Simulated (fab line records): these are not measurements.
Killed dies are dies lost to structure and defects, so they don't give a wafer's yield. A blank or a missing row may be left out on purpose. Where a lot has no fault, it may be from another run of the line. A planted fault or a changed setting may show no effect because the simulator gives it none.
fab line records + flow nandHarc + part 2 of 2: steps 26 to 31 of 31
record:
- lots: 5
- wafers: 15
- lastDay: 23
route steps=1159 shown P_GATE@119
lots with no fault: from the same line, run without faults
startH: hours from the record's first day to the start of the lot's first wafer shown + waitH: time in hours since the lot's previous step + " unchanged from the row above + L1.1+2: one row covering several wafers at once + - value missing, or start not given + * or withheld: withheld + < > ~ a bound
route shown NAME@n: a module of which the file shows steps, and the number in the route of the first + usual: mean/standard deviation of fault-free wafers + same: alike in all rows + chamber/n: place in a boat + sites: readings site by site + _std_site: their standard deviation + _edge_site: outer sites' mean less inner sites' + radiusMm: for every site, how far away it sits from the centre of the wafer + mask NAME#n: copy n + behind: tool/chamber where the wafer was last shaped + hold: what put the lot on hold/how long, in hours/how the hold closed + device: the transistor (n, p or np) that didn't switch + end of line: the tests these same wafers got at the end of their route + step lacking rows: just its recipe + killed: not the wafer's yield, but the dies lost to structure and defects at the first sort + map: a wafer's dies, marking killed ones x, the rest . and places with no die _
set.NAME: the setting that was run; set.NAME@STEP: the one run at that earlier step + model.NAME: the simulator's own value behind a step, which no gauge read
certain route steps with their lots: each step a table, each wafer a row
services: from which hour (startH, from the record's first day; less than 0 if before it) a tool's chamber was out of use, for how many hours, and why
== steps ==
step: NHARC_P_GATE_DESCUM_31
recipe:
- timeS: 3
- o2FlowSccm: 200
- arFlowSccm: 0
- biasPowerW: 0
- chemistry: O2
usual:
- drypumpMotorCurrentA: 6.0/0.39
- o2FlowSccm: 199.9/0.63
- oesProductAu: 0.993/0.012
- rfVppV: 57.8/0.98
- showerheadPlenumPTorr: 1.91/0.1
- throttleValvePct: 11.313/0.0083
same:
- timeS: 3
| lot.wafer | tool       | chamber | startH | waitH | drypumpMotorCurrentA | o2FlowSccm | oesProductAu | rfHoursCounterH | rfVppV | showerheadPlenumPTorr | throttleValvePct |
|-----------|------------|---------|--------|-------|----------------------|------------|--------------|-----------------|--------|-----------------------|------------------|
| L075.1    | rieDiel-03 | 3       | 87.59  | 0.1   | 6.7                  | 201.0      | 0.970        | 10              | 55.7   | 1.87                  | 11.311           |
| L075.4    | "          | 0       | "      | "     | 5.9                  | 200.7      | 0.995        | 10              | 57.0   | 1.91                  | 11.318           |
| L075.6    | "          | 2       | "      | "     | 5.5                  | 200.2      | 0.999        | -               | 58.3   | 2.03                  | 11.321           |
| L081.3    | rieDiel-11 | 1       | 124.48 | 0.1   | 5.7                  | 198.5      | 1.017        | 24              | 57.3   | 2.07                  | 11.314           |
| L081.5    | "          | 0       | "      | "     | 5.8                  | 199.2      | 0.983        | -               | 60.3   | 1.84                  | 11.310           |
| L081.6    | "          | 1       | "      | "     | 5.7                  | 198.5      | 1.010        | -               | 59.0   | 2.07                  | 11.306           |
| L080.3    | rieDiel-11 | 1       | 125.23 | 0.1   | 5.7                  | 200.7      | 1.016        | 24              | 56.5   | 2.07                  | 11.321           |
| L080.1    | "          | 2       | "      | "     | 6.1                  | 200.1      | 1.006        | 34              | 57.4   | 1.77                  | 11.310           |
| L080.5    | "          | 2       | "      | "     | 6.1                  | 200.6      | 1.003        | -               | 56.9   | 1.77                  | 11.304           |
| L090.4    | rieDiel-11 | 1       | 182.55 | 0.1   | 5.7                  | 199.7      | 1.012        | 48              | 57.3   | 2.06                  | 11.313           |
| L090.2    | "          | 2       | "      | "     | 6.1                  | 201.0      | 0.998        | 57              | 57.2   | 1.77                  | 11.305           |
| L090.5    | "          | 3       | "      | "     | 6.6                  | 199.6      | 0.990        | -               | 57.7   | 1.81                  | 11.314           |
| L096.3    | rieDiel-11 | 3       | 220.60 | 0.2   | 6.6                  | 199.8      | 1.005        | 11              | 56.8   | 1.80                  | 11.319           |
| L096.1    | "          | 1       | "      | "     | 5.6                  | 200.7      | 1.012        | 10              | 59.2   | 2.06                  | 11.311           |
| L096.6    | "          | 2       | "      | "     | 6.1                  | 199.4      | 0.980        | -               | 58.5   | 2.07                  | 11.307           |
step: NHARC_P_GATE_ETCH_104
recipe:
- targetDepthA: 600
- timeS: withheld
- cf4FlowSccm: 100
- chf3FlowSccm: 30
- arFlowSccm: 0
- rfW: 500
- biasW: 200
- chemistry: CF4/CHF3
usual:
- drypumpMotorCurrentA: 6.0/0.39
- oesProductAu: 0.948/0.022
- rfVppV: 370.3/2.7
- showerheadPlenumPTorr: 1.57/0.079
- throttleValvePct: 16.804/0.0092
| lot.wafer | tool       | chamber | startH | waitH | drypumpMotorCurrentA | oesProductAu | rfVppV | showerheadPlenumPTorr | throttleValvePct |
|-----------|------------|---------|--------|-------|----------------------|--------------|--------|-----------------------|------------------|
| L075.4    | rieDiel-03 | 0       | 87.92  | 0.3   | 5.9                  | 0.930        | 370.5  | 1.57                  | 16.813           |
| L075.1    | "          | 1       | "      | "     | 6.0                  | 0.922        | 367.2  | 1.49                  | 16.792           |
| L075.6    | "          | 3       | "      | "     | 6.7                  | 0.912        | 370.4  | 1.54                  | 16.800           |
| L081.3    | rieDiel-11 | 3       | 124.56 | 0.1   | 6.6                  | 0.963        | 369.1  | 1.50                  | 16.817           |
| L081.5    | "          | 2       | "      | "     | 6.1                  | 0.995        | 366.9  | 1.46                  | 16.779           |
| L081.6    | "          | 3       | "      | "     | 6.6                  | 0.962        | 369.4  | 1.50                  | 16.809           |
| L080.3    | rieDiel-11 | 1       | 125.32 | 0.1   | 5.7                  | 0.961        | 373.6  | 1.69                  | 16.816           |
| L080.1    | "          | 3       | "      | "     | 6.6                  | 0.962        | 369.0  | 1.50                  | 16.812           |
| L080.5    | "          | 0       | "      | "     | 5.7                  | 0.979        | 368.1  | 1.51                  | 16.804           |
| L090.2    | rieDiel-11 | 1       | 182.61 | 0.1   | 5.7                  | 0.999        | 374.9  | 1.69                  | 16.803           |
| L090.4    | "          | 3       | "      | "     | 6.6                  | 0.949        | 368.4  | 1.49                  | 16.805           |
| L090.5    | "          | 1       | "      | "     | 5.6                  | 0.987        | 374.3  | 1.69                  | 16.803           |
| L096.1    | rieDiel-11 | 0       | 220.68 | 0.1   | 5.8                  | 0.955        | 368.7  | 1.51                  | 16.806           |
| L096.3    | "          | 2       | "      | "     | 6.1                  | 0.934        | 375.0  | 1.70                  | 16.815           |
| L096.6    | "          | 1       | "      | "     | 5.6                  | 0.961        | 372.7  | 1.68                  | 16.804           |
step: NHARC_P_GATE_HM_OPEN_105
recipe:
- targetDepthA: 3600
- o2FlowSccm: 400
- cosFlowSccm: 20
- arFlowSccm: 0
- rfW: 500
- biasW: 300
- chemistry: O2/COS
usual:
- cosFlowSccm: 20.01/0.056
- drypumpMotorCurrentA: 6.0/0.4
- o2FlowSccm: 400.1/1.3
- oesProductAu: 0.993/0.012
- rfVppV: 467/3.4
- showerheadPlenumPTorr: 3.12/0.16
- throttleValvePct: 28.330/0.009
| lot.wafer | tool       | chamber | startH | waitH | cosFlowSccm | drypumpMotorCurrentA | o2FlowSccm | oesProductAu | rfHoursCounterH | rfVppV | showerheadPlenumPTorr | throttleValvePct |
|-----------|------------|---------|--------|-------|-------------|----------------------|------------|--------------|-----------------|--------|-----------------------|------------------|
| L075.1    | rieDiel-03 | 1       | -      | -     | 19.95       | 6.0                  | 401.8      | 1.001        | 10              | 464    | 2.95                  | 28.335           |
| L075.4    | "          | 2       | "      | "     | 20.03       | 5.5                  | 399.5      | 1.000        | 8               | 470    | 3.30                  | 28.331           |
| L075.6    | "          | 2       | "      | "     | 20.04       | 5.6                  | 399.2      | 0.994        | -               | 471    | 3.30                  | 28.317           |
| L081.3    | rieDiel-11 | 3       | -      | -     | 20.07       | 6.7                  | 399.6      | 0.972        | 33              | 465    | 2.97                  | 28.310           |
| L081.5    | "          | 1       | "      | "     | 20.04       | 5.7                  | 400.4      | 1.010        | -               | 472    | 3.36                  | 28.307           |
| L081.6    | "          | 2       | "      | "     | 20.09       | 6.1                  | 397.4      | 1.003        | -               | 461    | 2.90                  | 28.328           |
| L080.3    | rieDiel-11 | 1       | -      | -     | 19.92       | 5.7                  | 399.1      | 1.003        | 25              | 474    | 3.36                  | 28.331           |
| L080.1    | "          | 3       | "      | "     | 19.88       | 6.6                  | 399.0      | 0.981        | 33              | 465    | 2.97                  | 28.342           |
| L080.5    | "          | 1       | "      | "     | 20.03       | 5.7                  | 400.5      | 1.009        | -               | 473    | 3.36                  | 28.325           |
| L090.4    | rieDiel-11 | 0       | -      | -     | 19.96       | 5.8                  | 400.2      | 0.990        | 58              | 464    | 2.99                  | 28.339           |
| L090.2    | "          | 3       | "      | "     | 19.88       | 6.6                  | 400.6      | 0.989        | 57              | 466    | 2.96                  | 28.324           |
| L090.5    | "          | 1       | "      | "     | 20.00       | 5.7                  | 401.8      | 1.006        | -               | 472    | 3.35                  | 28.330           |
| L096.3    | rieDiel-11 | 2       | -      | -     | 20.00       | 6.1                  | 399.0      | 0.993        | 10              | 473    | 3.37                  | 28.330           |
| L096.1    | "          | 0       | "      | "     | 20.05       | 5.7                  | 400.2      | 0.999        | 11              | 465    | 2.99                  | 28.333           |
| L096.6    | "          | 2       | "      | "     | 20.03       | 6.1                  | 398.4      | 0.987        | -               | 471    | 3.37                  | 28.317           |
step: NHARC_P_GATE_STRIP_106
recipe:
- o2FlowSccm: 400
- cosFlowSccm: 20
- arFlowSccm: 0
- biasW: 0
- chemistry: O2/COS
| lot.wafer  | tool       | chamber | startH | waitH |
|------------|------------|---------|--------|-------|
| L075.1+4+6 | rieDiel-03 | 3,0,2   | -      | -     |
| L081.3+6+5 | rieDiel-11 | 0,0,1   | -      | -     |
| L080.1+3+5 | rieDiel-11 | 1,2,0   | -      | -     |
| L090.2+4+5 | rieDiel-11 | 3,0,2   | -      | -     |
| L096.3+1+6 | rieDiel-11 | 1,2,1   | -      | -     |
step: NHARC_P_GATE_ETCH_114
recipe:
- targetDepthA: 300
- overetchA: 30
- timeS: 16.5
- ionEnergyEv: 100
- cf4FlowSccm: 80
- o2FlowSccm: 20
- arFlowSccm: 0
- rfW: 300
- biasW: 100
- chemistry: CF4/O2
usual:
- drypumpMotorCurrentA: 6.0/0.4
- o2FlowSccm: 20.01/0.056
- oesProductAu: 0.994/0.011
- rfVppV: 197.7/1.7
- showerheadPlenumPTorr: 1.33/0.069
- throttleValvePct: 13.398/0.0095
same:
- timeS: 16.5
| lot.wafer | tool       | chamber | startH | waitH | drypumpMotorCurrentA | o2FlowSccm | oesProductAu | rfHoursCounterH | rfVppV | showerheadPlenumPTorr | throttleValvePct |
|-----------|------------|---------|--------|-------|----------------------|------------|--------------|-----------------|--------|-----------------------|------------------|
| L075.4    | rieDiel-03 | 3       | -      | -     | 6.7                  | 20.10      | 0.971        | 10              | 197.5  | 1.31                  | 13.389           |
| L075.1    | "          | 0       | "      | "     | 5.9                  | 20.12      | 0.989        | 10              | 199.6  | 1.33                  | 13.395           |
| L075.6    | "          | 0       | "      | "     | 5.9                  | 20.08      | 0.996        | -               | 199.0  | 1.33                  | 13.396           |
| L081.3    | rieDiel-11 | 3       | -      | -     | 6.6                  | 19.95      | 0.998        | 33              | 195.4  | 1.27                  | 13.392           |
| L081.5    | "          | 3       | "      | "     | 6.6                  | 20.05      | 0.983        | -               | 195.9  | 1.27                  | 13.397           |
| L081.6    | "          | 0       | "      | "     | 5.7                  | 19.95      | 1.004        | -               | 196.9  | 1.28                  | 13.402           |
| L080.3    | rieDiel-11 | 0       | -      | -     | 5.8                  | 19.95      | 0.993        | 35              | 198.3  | 1.28                  | 13.405           |
| L080.1    | "          | 1       | "      | "     | 5.7                  | 20.08      | 1.014        | 25              | 199.2  | 1.44                  | 13.388           |
| L080.5    | "          | 3       | "      | "     | 6.6                  | 20.05      | 0.979        | -               | 196.3  | 1.27                  | 13.404           |
| L090.2    | rieDiel-11 | 3       | -      | -     | 6.6                  | 20.07      | 0.988        | 57              | 195.3  | 1.26                  | 13.393           |
| L090.4    | "          | 0       | "      | "     | 5.7                  | 20.08      | 0.983        | 58              | 195.8  | 1.28                  | 13.413           |
| L090.5    | "          | 3       | "      | "     | 6.6                  | 20.10      | 0.988        | -               | 196.6  | 1.26                  | 13.387           |
| L096.3    | rieDiel-11 | 2       | -      | -     | 6.1                  | 19.99      | 0.989        | 10              | 199.2  | 1.44                  | 13.394           |
| L096.1    | "          | 0       | "      | "     | 5.7                  | 20.09      | 1.003        | 11              | 195.6  | 1.28                  | 13.388           |
| L096.6    | "          | 2       | "      | "     | 6.1                  | 20.04      | 0.993        | -               | 199.7  | 1.44                  | 13.407           |
step: NHARC_P_GATE_ETCH_32
recipe:
- targetDepthA: 1500
- overEtchFrac: 1
- overEtchIonEnergyEv: 40
- timeS: 100.1
- hbrFlowSccm: 150
- cl2FlowSccm: 50
- rfW: 400
- icpW: 400
- biasW: 100
- chemistry: HBr/Cl2
usual:
- drypumpMotorCurrentA: 5.7/0.36
- oesProductAu: 0.999/0.012
- throttleValvePct: 26.406/0.0092
same:
- timeS: 100.1
| lot.wafer | tool     | chamber | startH | waitH | drypumpMotorCurrentA | oesProductAu | rfHoursCounterH | throttleValvePct |
|-----------|----------|---------|--------|-------|----------------------|--------------|-----------------|------------------|
| L075.1    | rieSi-05 | 2       | 88.38  | -     | 5.9                  | 1.000        | 0.1             | 26.398           |
| L075.4    | "        | 0       | "      | "     | 5.5                  | 1.000        | -               | 26.417           |
| L075.6    | "        | 2       | "      | "     | 5.9                  | 0.998        | -               | 26.399           |
| L081.3    | rieSi-03 | 1       | 124.96 | -     | 5.4                  | 1.006        | 1.3             | 26.426           |
| L081.5    | "        | 3       | "      | "     | 5.9                  | 0.987        | -               | 26.412           |
| L081.6    | "        | 0       | "      | "     | 5.2                  | 0.991        | -               | 26.412           |
| L080.1    | rieSi-05 | 2       | 125.70 | -     | 5.9                  | 1.004        | 0.5             | 26.422           |
| L080.3    | "        | 0       | "      | "     | 5.7                  | 1.002        | 0.6             | 26.402           |
| L080.5    | "        | 2       | "      | "     | 5.9                  | 1.005        | -               | 26.425           |
| L090.2    | rieSi-03 | 0       | 183.12 | -     | 5.2                  | 0.996        | 0.2             | 26.404           |
| L090.4    | "        | 2       | "      | "     | 6.3                  | 0.990        | 0.2             | 26.404           |
| L090.5    | "        | 1       | "      | "     | 5.4                  | 1.005        | -               | 26.392           |
| L096.1    | rieSi-03 | 0       | 221.38 | -     | 5.2                  | 1.007        | 0.4             | 26.394           |
| L096.3    | "        | 1       | "      | "     | 5.4                  | 1.008        | 0.5             | 26.396           |
| L096.6    | "        | 3       | "      | "     | 5.9                  | 0.983        | -               | 26.411           |
== services ==
| tool           | chamber | startH | hours | kind   |
|----------------|---------|--------|-------|--------|
| krfScanner-04  | -       | 54.36  | 4.5   | repair |
| krfScanner-02  | -       | 55.06  | 4.0   | pm     |
| rieDiel-03     | 2       | 61.29  | 9.3   | repair |
| rieSi-05       | -       | 62.00  | 9.0   | pm     |
| rieDiel-11     | 1       | 73.61  | 14.5  | repair |
| rieSi-05       | 1       | 77.83  | 30.2  | repair |
| rieSi-05       | -       | 79.19  | 0.7   | repair |
| arfiScanner-01 | -       | 83.57  | 6.6   | repair |
| krfScanner-04  | -       | 89.32  | 19.1  | repair |
| lithoTrack-01  | -       | 93.00  | 7.0   | pm     |
| wetBench-07    | -       | 96.00  | 8.0   | pm     |
| rieDiel-11     | 1       | 104.11 | 4.5   | repair |
| lithoTrack-06  | -       | 117.00 | 7.0   | pm     |
| rieDiel-03     | 3       | 148.73 | 7.9   | repair |
| rieSi-03       | -       | 155.00 | 9.0   | pm     |
| rieDiel-11     | -       | 155.07 | 0.5   | repair |
| lithoTrack-02  | -       | 165.00 | 7.0   | pm     |
| wetBench-02    | -       | 180.19 | 8.0   | pm     |
| lithoTrack-07  | -       | 189.00 | 7.0   | pm     |
| rieDiel-11     | -       | 189.52 | 9.0   | pm     |
| pecvd-04       | -       | 195.00 | 13.0  | pm     |
| lithoTrack-03  | -       | 213.00 | 7.0   | pm     |
| wetBench-01    | -       | 213.60 | 8.0   | pm     |
| rieDiel-03     | -       | 215.30 | 9.0   | pm     |
